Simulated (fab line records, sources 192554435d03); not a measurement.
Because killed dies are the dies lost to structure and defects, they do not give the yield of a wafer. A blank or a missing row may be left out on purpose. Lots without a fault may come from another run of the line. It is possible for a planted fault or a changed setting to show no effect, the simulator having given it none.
fab line records | flow n5_finfet
record: lots: 4 | wafers: 12 | last_day: 18
route steps=1938 shown BEOL_M4@1099 BEOL_M5@1112 BEOL_M7@1326 PASSIVATION@1936
lots that met no fault: taken from a fault-free run of the same line
start_h: hours from the record's opening day to when the first of the lot's shown wafers began | wait_h: time in hours since the lot's previous step | " identical to the entry in the row above | L1.1+2: one row covering several wafers at once | - value missing, or start not given | * or withheld: withheld | < > ~ a bound
route shown NAME@n: names a module that has steps shown in the file, with the first one's number in the route | usual: mean/standard deviation of fault-free wafers | same: alike in all rows | chamber/n: place in a boat | sites: readings site by site | _std_site: standard deviation of those values | _edge_site: outer sites' mean less inner sites' | radius_mm: for every site, how far away it sits from the centre of the wafer | mask NAME#n: copy n | behind: the tool/chamber that last shaped the wafer | hold: why the lot went on hold/how many hours it stayed there/how the hold came to an end | device: the transistor (n, p or np) that didn't switch | end of line: tests of these same wafers at the route's end | for a step that has no rows: nothing shown but its recipe | killed: not the wafer's yield, but the dies lost to structure and defects at the first sort | map: per-die view of a wafer (x killed, . not killed, _ where there is no die)
set.NAME: setting as actually run; set.NAME@STEP: the setting as run at that earlier step | model.NAME: the simulator's own value behind a step, which no gauge read
lots seen at some steps along the route; tables by step, rows by wafer
services: a tool's chamber out of use, with start hour (start_h, from the record's first day; less than 0 if before it), hours out, and reason
== steps ==
step: N5_BEOL_M4_ANNEAL_95
recipe: temp_c: 400 | time_s: 240 | ambient: vacuum
step: N5_BEOL_M4_SPUTTER_96
recipe: material: Cu | target_thk_a: 45 | temp_c: -20 | chamber_pressure_pa: 0.07 | power_w: withheld | time_s: 8.29
step: N5_BEOL_M4_ECD_50
recipe: material: Cu | target_thk_a: 3000
step: N5_BEOL_M4_ANNEAL_51
recipe: temp_c: 225 | time_s: 90 | ambient: N2
step: N5_BEOL_M4_CMP_52
recipe: stop_on: SiOC | t_overpolish_s: 6.8 | down_force_psi: 1 | platen_rpm: 50 | clearing_platen_down_force_psi: 1.5 | clearing_platen_rpm: 50 | post_cmp_clean: cu_alkaline | target_thk_nm: 40 | clearing_platen_pad_velocity_m_s: 0.99484 | pad_velocity_m_s: 0.99484
step: N5_BEOL_M4_PRE_CLEAN_60
recipe: gas: NH3/H2 | time_s: 15 | temp_c: * | rf_power_w: 300
step: N5_BEOL_M4_CO_CAP_55
recipe: material: Co | target_thk_a: 20 | temp_c: 200 | precursor: CCTBA/H2 | pressure_torr: 30 | time_s: 102.1
step: N5_BEOL_M4_PRE_CLEAN_56
recipe: gas: NH3 | time_s: 15 | temp_c: withheld | rf_power_w: 300
step: N5_BEOL_M4_DEP_57
recipe: material: SiCN | target_thk_a: 80 | temp_c: withheld | precursor: 3MS/NH3 | pressure_torr: 3 | rf_w: 202 | time_s: 14
step: N5_BEOL_M4_RC_MEAS_101
usual: DIBL_N: 35.1/1.5 | DIBL_P: 35.2/2 | IOFF_N: 0.146/0.028 | IOFF_P: 0.20/0.036 | ION_N: 670/12 | ION_P: 462/8.2 | SS_N: 71.2/0.63 | SS_P: 73.1/0.7 | VT_N: 250/3.6 | VT_P: -251/3.3
lot.wafer | tool      | chamber | start_h | wait_h | DIBL_N[mV/V] | DIBL_P[mV/V] | IOFF_N[nA/um] | IOFF_P[nA/um] | ION_N[uA/um] | ION_P[uA/um] | SS_N[mV/dec] | SS_P[mV/dec] | VT_N[mV] | VT_P[mV]
L416.1    | prober-01 | 0       | 170.74  | 0.0    | 35.1         | 35.2         | 0.126         | 0.18          | 656          | 450          | 70.6         | 72.2         | 255      | -254
L416.2    | "         | 0       | "       | "      | 35.8         | 36.2         | 0.139         | 0.20          | 669          | 463          | 71.0         | 72.8         | 253      | -253
L416.5    | "         | 0       | "       | "      | 35.9         | 36.1         | 0.139         | 0.19          | 650          | 440          | 71.8         | 72.9         | 256      | -254
L427.1    | prober-01 | 0       | 266.42  | 0.0    | 35.5         | 33.6         | 0.138         | 0.21          | 663          | 456          | 71.8         | 73.4         | 251      | -248
L427.2    | "         | 0       | "       | "      | 37.3         | 37.1         | 0.176         | 0.27          | 690          | 480          | 72.3         | 73.4         | 248      | -245
L427.4    | "         | 0       | "       | "      | 36.0         | 35.8         | 0.157         | 0.24          | 685          | 473          | 72.0         | 73.4         | 247      | -248
L428.1    | prober-02 | 0       | 267.76  | 0.0    | 35.2         | 35.8         | 0.147         | 0.18          | 672          | 464          | 71.0         | 72.5         | 250      | -253
L428.2    | "         | 0       | "       | "      | 33.3         | 33.6         | 0.116         | 0.15          | 669          | 459          | 70.2         | 71.8         | 255      | -254
L428.4    | "         | 0       | "       | "      | 33.8         | 34.2         | 0.122         | 0.16          | 667          | 462          | 70.7         | 72.6         | 254      | -253
L437.1    | prober-01 | 0       | 327.70  | 0.0    | 31.6         | 31.8         | 0.105         | 0.16          | 672          | 466          | 70.7         | 71.2         | 254      | -253
L437.3    | "         | 0       | "       | "      | 34.1         | 34.6         | 0.129         | 0.18          | 656          | 457          | 71.5         | 73.2         | 252      | -252
L437.5    | "         | 0       | "       | "      | 34.3         | 35.0         | 0.138         | 0.19          | 659          | 459          | 70.6         | 72.0         | 249      | -251
step: N5_BEOL_M5_ILD_DEP_00
recipe: material: SiCOH_lowk | target_thk_a: 1406.4 | temp_c: 300 | precursor: DEMS/porogen | pressure_torr: 5 | rf_w: 500 | time_s: 25.9
step: N5_BEOL_M5_CURE_79
recipe: temp_c: 385 | time_s: 240 | ambient: He/Ar | material: SiCOH_lowk
step: N5_BEOL_M5_PECVD_70
recipe: material: SiO2 | target_thk_a: 160 | temp_c: 400 | precursor: TEOS/O2 | pressure_torr: 5.5 | rf_w: 450 | teos_flow_sccm: 53.8 | gas: O2 | flow_sccm: 3000 | time_s: 18
step: N5_BEOL_M5_HM_DEP_02
recipe: material: TiN | target_thk_a: 200 | temp_c: 25 | chamber_pressure_pa: 0.49996
step: N5_BEOL_M5_COAT_59
recipe: resist: SOC | temp_c: 250 | time_s: 60 | spin_rpm: 1500 | resist_thk_nm: 60
step: N5_BEOL_M5_COAT_60
recipe: resist: SiARC | temp_c: 220 | time_s: 60 | spin_rpm: 1500 | resist_thk_nm: 12
step: N5_BEOL_M5_COAT_71
recipe: resist: underlayer | temp_c: 205 | time_s: 60 | spin_rpm: 1500 | resist_thk_nm: 5
step: N5_BEOL_M5_COAT_05
recipe: resist: CAR-EUV | spin_rpm: 1500 | resist_thk_nm: 30
step: N5_BEOL_M5_EBR_07
recipe: solvent: PGMEA | ebr_width_mm: 1.5
step: N5_BEOL_M5_SOFTBAKE_06
recipe: temp_c: 110 | time_s: 60 | resist: CAR-EUV
step: N5_BEOL_M5_EXPOSE_08
recipe: mask_id: M5 | na: 0.33 | source_shape: annular | sigma_inner: 0.4 | sigma_outer: 0.8 | polarization: unpolarized | target_cd_nm: 28 | dose_mj: 35.75
step: N5_BEOL_M5_PEB_09
recipe: peb_temp_c: 100 | peb_time_s: 60 | resist: CAR-EUV
step: N5_BEOL_M5_DEVELOP_10
recipe: develop_time_s: 30 | developer: TMAH | resist: CAR-EUV | rinse_liquid: surfactant_rinse | dry: air_spin | dev_temp_c: 23
step: N5_BEOL_M5_DESCUM_16
recipe: chemistry: O2 | time_s: 7 | source_power_w: 50 | bias_power_w: 20 | pressure_mtorr: 20 | rf_frequency_hz: 2.712e+07 | temp_c: 40 | resist: CAR-EUV | o2_flow_sccm: 225
step: N5_BEOL_M5_ETCH_72
recipe: chemistry: N2/H2 | target: underlayer | target_depth_a: 65 | mask_material: CAR-EUV | time_s: 5.2 | ion_energy_ev: 200 | pressure_mtorr: 30 | source_w: 840 | bias_w: 150 | n2_flow_sccm: 200 | h2_flow_sccm: 200 | ends: cleared
step: N5_BEOL_M5_ETCH_61
recipe: chemistry: CF4 | target: SiARC | target_depth_a: 156 | mask_material: CAR-EUV | time_s: 26 | ion_energy_ev: 80 | pressure_mtorr: 40 | source_w: 545 | bias_w: 36 | Ar_flow_sccm: 100 | cf4_flow_sccm: 100 | ends: cleared
step: N5_BEOL_M5_ETCH_62
recipe: chemistry: N2/H2 | target: SOC | target_depth_a: 750 | overetch_a: 150 | mask_material: SiARC | temp_c: 40 | time_s: 112.5 | ion_energy_ev: 200 | pressure_mtorr: 30 | source_w: 840 | bias_w: 150 | n2_flow_sccm: 200 | h2_flow_sccm: 200
step: N5_BEOL_M5_STRIP_63
recipe: chemistry: N2/H2 | temp_c: 40 | n2_flow_sccm: 200 | h2_flow_sccm: 200 | rf_frequency_hz: 6e+07
step: N5_BEOL_M5_STRIP_73
recipe: chemistry: N2/H2 | temp_c: 40 | n2_flow_sccm: 200 | h2_flow_sccm: 200 | rf_frequency_hz: 6e+07
step: N5_BEOL_M5_STRIP_64
recipe: chemistry: CF4 | resist: SiARC | power_w: 300 | bias_power_w: 75 | pressure_mtorr: 50 | cf4_flow_sccm: 150 | rf_frequency_hz: 6e+07
step: N5_BEOL_M5_HM_OPEN_17
recipe: chemistry: Cl2/BCl3 | target_depth_a: 200 | overetch_a: 60 | target: TiN | mask_material: SOC | ion_energy_ev: 150 | pressure_mtorr: 10 | icp_w: 1000 | bias_w: 126 | Cl2_flow_sccm: 53.25 | bcl3_flow_sccm: 21.75 | Ar_flow_sccm: 25
step: N5_BEOL_M5_STRIP_19
recipe: chemistry: O2 | power_w: 400 | temp_c: 40 | pressure_mtorr: 30 | rf_frequency_hz: 6e+07 | bias_power_w: 0 | overash_fraction: 0.2 | o2_flow_sccm: 225
step: N5_BEOL_M5_COAT_65
recipe: resist: SOC | temp_c: 250 | time_s: 60 | spin_rpm: 1500 | resist_thk_nm: 60
step: N5_BEOL_M5_COAT_66
recipe: resist: SiARC | temp_c: 220 | time_s: 60 | spin_rpm: 1500 | resist_thk_nm: 12
step: N5_BEOL_M7_CMP_52
recipe: stop_on: SiCOH_lowk | t_overpolish_s: 6.9 | down_force_psi: 1 | platen_rpm: 50 | clearing_platen_down_force_psi: 1.5 | clearing_platen_rpm: 50 | post_cmp_clean: cu_alkaline | target_thk_nm: 80 | clearing_platen_pad_velocity_m_s: 0.99484 | pad_velocity_m_s: 0.99484
usual: barrier_field_endpoint_s: 28.8/0.81 | head_pressure_psi: 0.9999/0.0021 | motor_current_A: 5.9/0.48 | overpolish_run_s: 6.899/0.01 | time_to_endpoint_s: 62/4.1
lot.wafer | tool   | chamber | start_h | wait_h | barrier_field_endpoint_s | head_pressure_psi | motor_current_A | overpolish_run_s | time_to_endpoint_s
L416.1    | cmp-03 | 1       | 204.12  | 0.3    | 29.6                     | 0.9980            | 5.1             | 6.891            | 69
L416.2    | "      | 3       | "       | "      | 29.0                     | 0.9965            | 5.4             | 6.902            | 62
L416.5    | "      | 1       | "       | "      | 29.4                     | 1.0025            | 5.2             | 6.909            | 67
L428.2    | cmp-03 | 2       | 294.76  | 0.2    | 28.7                     | 1.0018            | 6.2             | 6.884            | 66
L428.4    | "      | 3       | "       | "      | 29.5                     | 0.9999            | 5.4             | 6.904            | 68
L428.1    | "      | 0       | "       | "      | 46.9                     | 0.9973            | 5.7             | 0.035            | 82
L427.2    | cmp-03 | 3       | 294.95  | 0.3    | 29.5                     | 0.9967            | 5.8             | 6.911            | 68
L427.4    | "      | 0       | "       | "      | 46.9                     | 1.0005            | 5.9             | 0.041            | 81
L427.1    | "      | 1       | "       | "      | 30.6                     | 0.9988            | 5.2             | 6.887            | 72
L437.3    | cmp-04 | 3       | 359.68  | 0.2    | 27.7                     | 1.0043            | 6.1             | 6.901            | 58
L437.1    | "      | 0       | "       | "      | 29.1                     | 1.0017            | 5.9             | 6.892            | 64
L437.5    | "      | 2       | "       | "      | 28.0                     | 1.0017            | 6.3             | 6.894            | 60
step: N5_BEOL_M7_THK_MEAS_53
recipe: thk_meas_gauge: xrf | reads: Cu_of_BEOL_M7_ECD_50
usual: M7_THK: 79.7/2.3
lot.wafer | tool          | chamber | start_h | wait_h | M7_THK[nm]
L416.1    | film_metro-01 | -       | 204.41  | -      | 81.3
L416.2    | "             | -       | "       | "      | 78.3
L416.5    | "             | -       | "       | "      | 81.6
L428.1    | film_metro-01 | -       | 295.01  | -      | 186.8
L428.2    | "             | -       | "       | "      | 83.4
L428.4    | "             | -       | "       | "      | 80.6
L427.1    | film_metro-01 | -       | 295.24  | -      | 85.9
L427.2    | "             | -       | "       | "      | 82.4
L427.4    | "             | -       | "       | "      | 190.8
L437.1    | film_metro-01 | -       | 359.94  | -      | 80.4
L437.3    | "             | -       | "       | "      | 79.1
L437.5    | "             | -       | "       | "      | 79.0
step: N5_BEOL_M7_INSPECT_58
recipe: inspect_instrument: darkfield | mode: post_dep
usual: raw_defect_count: 69/21
lot.wafer | tool              | chamber | start_h | wait_h | raw_defect_count
L416.1    | defect_inspect-01 | -       | 204.57  | 0.0    | 88
L416.2    | "                 | -       | "       | "      | 78
L416.5    | "                 | -       | "       | "      | 80
L428.1    | defect_inspect-02 | -       | 295.17  | 0.0    | 1175
L428.2    | "                 | -       | "       | "      | 67
L428.4    | "                 | -       | "       | "      | 73
L427.1    | defect_inspect-02 | -       | 295.40  | 0.0    | 89
L427.2    | "                 | -       | "       | "      | 82
L427.4    | "                 | -       | "       | "      | 1244
L437.1    | defect_inspect-01 | -       | 360.10  | 0.0    | 86
L437.3    | "                 | -       | "       | "      | 74
L437.5    | "                 | -       | "       | "      | 99
step: N5_PASSIVATION_PROBE_49
usual: defect_limited_yield: 91.4/1.4 | killed_at_M0_to_M3: 32/10 | killed_at_M4_up: 13/5.6 | killed_at_contacts: 13/6.6 | killed_at_front_end: 39/13 | killed_at_other: 3.4/2.8 | killed_dies: 101/17 | killed_on_rim: 14/4.5 | killed_open: 66/13 | killed_short: 33/7 | sort_bin_5_function: 5.0/0.93 | sort_bin_6_memory: 3.2/0.65 | sort_bin_8_speed: 0.01/0.16 | sort_n_pass: 1078/17 | sort_yield_pct: 91.4/1.4
same: gross_dies: 1180 | killed_at_back_side: 0 | sort_bin_4_leakage[%]: 0
lot.wafer | tool      | chamber | start_h | wait_h | defect_limited_yield[%] | killed_at_M0_to_M3 | killed_at_M4_up | killed_at_contacts | killed_at_front_end | killed_at_other | killed_dies | killed_on_rim | killed_open | killed_short | sort_bin_5_function[%] | sort_bin_6_memory[%] | sort_bin_8_speed[%] | sort_n_pass | sort_yield_pct[%]
L416.1    | prober-01 | -       | 276.73  | 0.0    | 91.6                    | 43                 | 3               | 18                 | 33                  | 2               | 99          | 17            | 62          | 36           | 5.4                    | 2.5                  | 0                   | 1081        | 91.6
L416.2    | prober-01 | -       | 276.78  | 0.1    | 91.0                    | 28                 | 14              | 29                 | 32                  | 3               | 106         | 9             | 72          | 34           | 5.4                    | 3.2                  | 0                   | 1074        | 91.0
L416.5    | prober-01 | -       | 276.93  | 0.2    | 92.3                    | 27                 | 14              | 18                 | 31                  | 1               | 91          | 19            | 64          | 27           | 3.7                    | 3.8                  | 0.08                | 1088        | 92.2
L427.1    | prober-02 | -       | 360.50  | 0.0    | 93.1                    | 17                 | 13              | 5                  | 43                  | 3               | 81          | 8             | 59          | 22           | 3.8                    | 2.8                  | 0                   | 1099        | 93.1
L427.2    | prober-02 | -       | 360.55  | 0.1    | 94.2                    | 22                 | 11              | 5                  | 27                  | 3               | 68          | 6             | 41          | 24           | 3.0                    | 2.3                  | 0                   | 1112        | 94.2
L427.4    | prober-02 | -       | 360.65  | 0.2    | 0                       | 25                 | 1111            | 6                  | 31                  | 7               | 1180        | 152           | 53          | 28           | 4.6                    | 2.5                  | 0                   | 0           | 0
L428.1    | prober-01 | -       | 365.05  | 0.0    | 0                       | 27                 | 1115            | 7                  | 27                  | 4               | 1180        | 152           | 51          | 20           | 3.3                    | 2.4                  | 0                   | 0           | 0
L428.2    | prober-01 | -       | 365.10  | 0.1    | 91.9                    | 42                 | 8               | 14                 | 27                  | 5               | 96          | 18            | 60          | 36           | 4.9                    | 2.9                  | 0                   | 1084        | 91.9
L428.4    | prober-01 | -       | 365.20  | 0.2    | 92.9                    | 44                 | 7               | 1                  | 27                  | 5               | 84          | 3             | 43          | 41           | 3.7                    | 3.2                  | 0                   | 1096        | 92.9
L437.1    | prober-01 | -       | 432.35  | 0.0    | 90.3                    | 20                 | 23              | 24                 | 45                  | 3               | 115         | 15            | 77          | 36           | 5.3                    | 4.2                  | 0                   | 1065        | 90.3
L437.3    | prober-01 | -       | 432.45  | 0.1    | 90.9                    | 44                 | 7               | 19                 | 35                  | 2               | 107         | 11            | 66          | 40           | 5.1                    | 3.8                  | 0                   | 1073        | 90.9
L437.5    | prober-01 | -       | 432.55  | 0.2    | 91.7                    | 29                 | 15              | 11                 | 38                  | 5               | 98          | 10            | 68          | 29           | 4.9                    | 3.1                  | 0                   | 1082        | 91.7
killed by level:class
L416.1 BEOL_M0_SAQP:geometric_particle:short=19 MOL_CONTACT_COAG:geometric_particle:open=15 BEOL_M0_SAQP:geometric_particle:open=11 STI_FIN_REVEAL:geometric_particle:open=9 FIN_SAQP:geometric_particle:short=6 FIN_SAQP:geometric_particle:open=6 DUMMY_GATE:geometric_particle:open=4 BEOL_M3:geometric_particle:open=4
L416.2 MOL_CONTACT_COAG:geometric_particle:open=20 BEOL_M4:geometric_particle:open=9 MOL_CONTACT_COAG:geometric_particle:short=9 STI_FIN_REVEAL:geometric_particle:open=8 BEOL_M1:geometric_particle:open=8 FIN_SAQP:geometric_particle:short=7 BEOL_M0_SAQP:geometric_particle:short=6 DUMMY_GATE:geometric_particle:open=5
L416.5 MOL_CONTACT_COAG:geometric_particle:open=13 FIN_SAQP:geometric_particle:open=9 BEOL_M0_SAQP:geometric_particle:open=9 BEOL_M0_SAQP:geometric_particle:short=7 BEOL_M4:geometric_particle:open=6 BEOL_M2:geometric_particle:open=5 MOL_CONTACT_COAG:geometric_particle:short=5 DUMMY_GATE:geometric_particle:open=4
L427.1 FIN_SAQP:geometric_particle:open=8 BEOL_M4:geometric_particle:open=7 STARTING-WAFER:geometric_particle:open=6 DUMMY_GATE:geometric_particle:open=5 MOL_CONTACT_COAG:geometric_particle:open=5 BEOL_M3:geometric_particle:open=5 ILD0:geometric_particle:short=4 GATE_CUT:geometric_particle:short=4
L427.2 DUMMY_GATE:geometric_particle:open=5 GATE_CUT:geometric_particle:short=5 GATE_CUT:geometric_particle:open=5 MOL_CONTACT_COAG:geometric_particle:open=5 BEOL_M2:geometric_particle:open=5 BEOL_M0:geometric_particle:short=4 BEOL_M4:geometric_particle:open=4 DUMMY_GATE:geometric_particle:short=3
L427.4 BEOL_M7:area_cmp=1093 BEOL_M0_SAQP:geometric_particle:open=9 GATE_CUT:geometric_particle:short=6 MOL_CONTACT_COAG:geometric_particle:open=6 BEOL_M1:geometric_particle:open=5 BEOL_M4:geometric_particle:open=5 FIN_SAQP:geometric_particle:open=4 FIN_SAQP:geometric_particle:short=4
L428.1 BEOL_M7:area_cmp=1109 BEOL_M0_SAQP:geometric_particle:open=10 BEOL_M2:geometric_particle:open=6 STI_FIN_REVEAL:geometric_particle:open=5 BEOL_M0_SAQP:geometric_particle:short=5 MOL_CONTACT_COAG:geometric_particle:open=4 STARTING-WAFER:geometric_particle:open=4 DUMMY_GATE:geometric_particle:open=3
L428.2 BEOL_M0_SAQP:geometric_particle:short=13 MOL_CONTACT_COAG:geometric_particle:open=12 FIN_SAQP:geometric_particle:open=10 BEOL_M0_SAQP:geometric_particle:open=9 BEOL_M2:geometric_particle:open=7 FIN_SAQP:geometric_particle:short=6 BEOL_M2:geometric_particle:short=5 BEOL_M3:geometric_particle:open=4
L428.4 BEOL_M0_SAQP:geometric_particle:short=15 BEOL_M0_SAQP:geometric_particle:open=10 FIN_SAQP:geometric_particle:short=9 BEOL_M2:geometric_particle:open=9 BEOL_M2:geometric_particle:short=6 BEOL_M4:geometric_particle:open=6 FIN_SAQP:geometric_particle:open=5 GATE_CUT:geometric_particle:short=5
L437.1 MOL_CONTACT_COAG:geometric_particle:open=19 STI_FIN_REVEAL:geometric_particle:open=12 DUMMY_GATE:geometric_particle:open=6 BEOL_M3:geometric_particle:open=6 BEOL_M4:geometric_particle:open=6 FIN_SAQP:geometric_particle:short=5 MOL_CONTACT_COAG:geometric_particle:short=5 STARTING-WAFER:geometric_particle:short=5
L437.3 MOL_CONTACT_COAG:geometric_particle:open=15 BEOL_M0_SAQP:geometric_particle:short=13 BEOL_M0_SAQP:geometric_particle:open=12 BEOL_M2:geometric_particle:open=8 BEOL_M3:geometric_particle:open=7 FIN_SAQP:geometric_particle:open=5 GATE_CUT:geometric_particle:short=5 STI_FIN_REVEAL:geometric_particle:open=4
L437.5 FIN_SAQP:geometric_particle:open=11 MOL_CONTACT_COAG:geometric_particle:open=11 BEOL_M0_SAQP:geometric_particle:short=7 GATE_CUT:geometric_particle:short=6 BEOL_M0_SAQP:geometric_particle:open=6 STI_FIN_REVEAL:geometric_particle:open=5 DUMMY_GATE:geometric_particle:open=5 FIN_SAQP:geometric_particle:short=4
map L427.4 (x killed, . not)
_________________xxxxxxxxxxxx________________
______________xxxxxxxxxxxxxxxxxx_____________
___________xxxxxxxxxxxxxxxxxxxxxxxx__________
__________xxxxxxxxxxxxxxxxxxxxxxxxxx_________
________xxxxxxxxxxxxxxxxxxxxxxxxxxxxxx_______
_______xxxxxxxxxxxxxxxxxxxxxxxxxxxxxxxx______
______xxxxxxxxxxxxxxxxxxxxxxxxxxxxxxxxxx_____
_____xxxxxxxxxxxxxxxxxxxxxxxxxxxxxxxxxxxx____
____xxxxxxxxxxxxxxxxxxxxxxxxxxxxxxxxxxxxxx___
___xxxxxxxxxxxxxxxxxxxxxxxxxxxxxxxxxxxxxxxx__
___xxxxxxxxxxxxxxxxxxxxxxxxxxxxxxxxxxxxxxxx__
__xxxxxxxxxxxxxxxxxxxxxxxxxxxxxxxxxxxxxxxxxx_
__xxxxxxxxxxxxxxxxxxxxxxxxxxxxxxxxxxxxxxxxxx_
_xxxxxxxxxxxxxxxxxxxxxxxxxxxxxxxxxxxxxxxxxxxx
_xxxxxxxxxxxxxxxxxxxxxxxxxxxxxxxxxxxxxxxxxxxx
_xxxxxxxxxxxxxxxxxxxxxxxxxxxxxxxxxxxxxxxxxxxx
_xxxxxxxxxxxxxxxxxxxxxxxxxxxxxxxxxxxxxxxxxxxx
_xxxxxxxxxxxxxxxxxxxxxxxxxxxxxxxxxxxxxxxxxxxx
_xxxxxxxxxxxxxxxxxxxxxxxxxxxxxxxxxxxxxxxxxxxx
_xxxxxxxxxxxxxxxxxxxxxxxxxxxxxxxxxxxxxxxxxxxx
_xxxxxxxxxxxxxxxxxxxxxxxxxxxxxxxxxxxxxxxxxxxx
__xxxxxxxxxxxxxxxxxxxxxxxxxxxxxxxxxxxxxxxxxx_
__xxxxxxxxxxxxxxxxxxxxxxxxxxxxxxxxxxxxxxxxxx_
___xxxxxxxxxxxxxxxxxxxxxxxxxxxxxxxxxxxxxxxx__
___xxxxxxxxxxxxxxxxxxxxxxxxxxxxxxxxxxxxxxxx__
____xxxxxxxxxxxxxxxxxxxxxxxxxxxxxxxxxxxxxx___
_____xxxxxxxxxxxxxxxxxxxxxxxxxxxxxxxxxxxx____
______xxxxxxxxxxxxxxxxxxxxxxxxxxxxxxxxxx_____
_______xxxxxxxxxxxxxxxxxxxxxxxxxxxxxxxx______
________xxxxxxxxxxxxxxxxxxxxxxxxxxxxxx_______
__________xxxxxxxxxxxxxxxxxxxxxxxxxx_________
___________xxxxxxxxxxxxxxxxxxxxxxxx__________
______________xxxxxxxxxxxxxxxxxx_____________
_________________xxxxxxxxxxxx________________
map L428.1 (x killed, . not)
_________________xxxxxxxxxxxx________________
______________xxxxxxxxxxxxxxxxxx_____________
___________xxxxxxxxxxxxxxxxxxxxxxxx__________
__________xxxxxxxxxxxxxxxxxxxxxxxxxx_________
________xxxxxxxxxxxxxxxxxxxxxxxxxxxxxx_______
_______xxxxxxxxxxxxxxxxxxxxxxxxxxxxxxxx______
______xxxxxxxxxxxxxxxxxxxxxxxxxxxxxxxxxx_____
_____xxxxxxxxxxxxxxxxxxxxxxxxxxxxxxxxxxxx____
____xxxxxxxxxxxxxxxxxxxxxxxxxxxxxxxxxxxxxx___
___xxxxxxxxxxxxxxxxxxxxxxxxxxxxxxxxxxxxxxxx__
___xxxxxxxxxxxxxxxxxxxxxxxxxxxxxxxxxxxxxxxx__
__xxxxxxxxxxxxxxxxxxxxxxxxxxxxxxxxxxxxxxxxxx_
__xxxxxxxxxxxxxxxxxxxxxxxxxxxxxxxxxxxxxxxxxx_
_xxxxxxxxxxxxxxxxxxxxxxxxxxxxxxxxxxxxxxxxxxxx
_xxxxxxxxxxxxxxxxxxxxxxxxxxxxxxxxxxxxxxxxxxxx
_xxxxxxxxxxxxxxxxxxxxxxxxxxxxxxxxxxxxxxxxxxxx
_xxxxxxxxxxxxxxxxxxxxxxxxxxxxxxxxxxxxxxxxxxxx
_xxxxxxxxxxxxxxxxxxxxxxxxxxxxxxxxxxxxxxxxxxxx
_xxxxxxxxxxxxxxxxxxxxxxxxxxxxxxxxxxxxxxxxxxxx
_xxxxxxxxxxxxxxxxxxxxxxxxxxxxxxxxxxxxxxxxxxxx
_xxxxxxxxxxxxxxxxxxxxxxxxxxxxxxxxxxxxxxxxxxxx
__xxxxxxxxxxxxxxxxxxxxxxxxxxxxxxxxxxxxxxxxxx_
__xxxxxxxxxxxxxxxxxxxxxxxxxxxxxxxxxxxxxxxxxx_
___xxxxxxxxxxxxxxxxxxxxxxxxxxxxxxxxxxxxxxxx__
___xxxxxxxxxxxxxxxxxxxxxxxxxxxxxxxxxxxxxxxx__
____xxxxxxxxxxxxxxxxxxxxxxxxxxxxxxxxxxxxxx___
_____xxxxxxxxxxxxxxxxxxxxxxxxxxxxxxxxxxxx____
______xxxxxxxxxxxxxxxxxxxxxxxxxxxxxxxxxx_____
_______xxxxxxxxxxxxxxxxxxxxxxxxxxxxxxxx______
________xxxxxxxxxxxxxxxxxxxxxxxxxxxxxx_______
__________xxxxxxxxxxxxxxxxxxxxxxxxxx_________
___________xxxxxxxxxxxxxxxxxxxxxxxx__________
______________xxxxxxxxxxxxxxxxxx_____________
_________________xxxxxxxxxxxx________________
== services ==
tool   | chamber | start_h | hours | kind
cmp-03 | -       | 191.27  | 3.8   | pm
cmp-04 | -       | 192.83  | 4.0   | pm
cmp-04 | -       | 196.83  | -     | consumable_replace:conditioner
cmp-04 | -       | 196.83  | -     | consumable_replace:pad
cmp-04 | -       | 217.89  | 0.3   | repair
cmp-03 | -       | 240.64  | 1.4   | repair
cmp-03 | -       | 245.48  | 4.0   | pm
cmp-03 | -       | 288.19  | 1.0   | repair
cmp-04 | -       | 335.97  | 15.1  | pm
cmp-03 | -       | 342.71  | 0.4   | repair
cmp-03 | -       | 343.59  | 0.2   | repair
cmp-03 | -       | 351.40  | 0.7   | repair
== key ==
first_sign: step: N5_BEOL_M7_CMP_52 | reading: overpolish_run_s | direction: down | sigmas: 99+ | usual: 6.899 | struck: 0.038
effect: step: N5_BEOL_M7_CMP_52 | reading: barrier_field_endpoint_s | direction: up | sigmas: 22 | usual: 28.8 | struck: 46.9
effect: step: N5_BEOL_M7_THK_MEAS_53 | reading: M7_THK | direction: up | sigmas: 48 | usual: 79.7 | struck: 188.8
effect: step: N5_BEOL_M7_INSPECT_58 | reading: raw_defect_count | direction: up | sigmas: 53 | usual: 69 | struck: 1210
effect: step: N5_PASSIVATION_PROBE_49 | reading: killed_at_M4_up | direction: up | sigmas: 99+ | usual: 13 | struck: 1113
more_kills_born_at: N5_BEOL_M7_CMP_52@cmp-03: 2202
met_at N5_BEOL_M7_CMP_52
struck_wafers L427.4,L428.1
later_rows_left_out L427.4,L428.1
fault: kind: process_parameter_drift | tool: cmp-03 | chamber: 0 | onset_h: 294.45 | steps: N5_BEOL_M7_CMP_52 | channel: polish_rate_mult | offset: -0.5 | shape: step | end_h: 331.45
later_rows_left_out: the simulator's readings of these wafers behind a module that went badly wrong aren't trusted and aren't shown, but for the sort
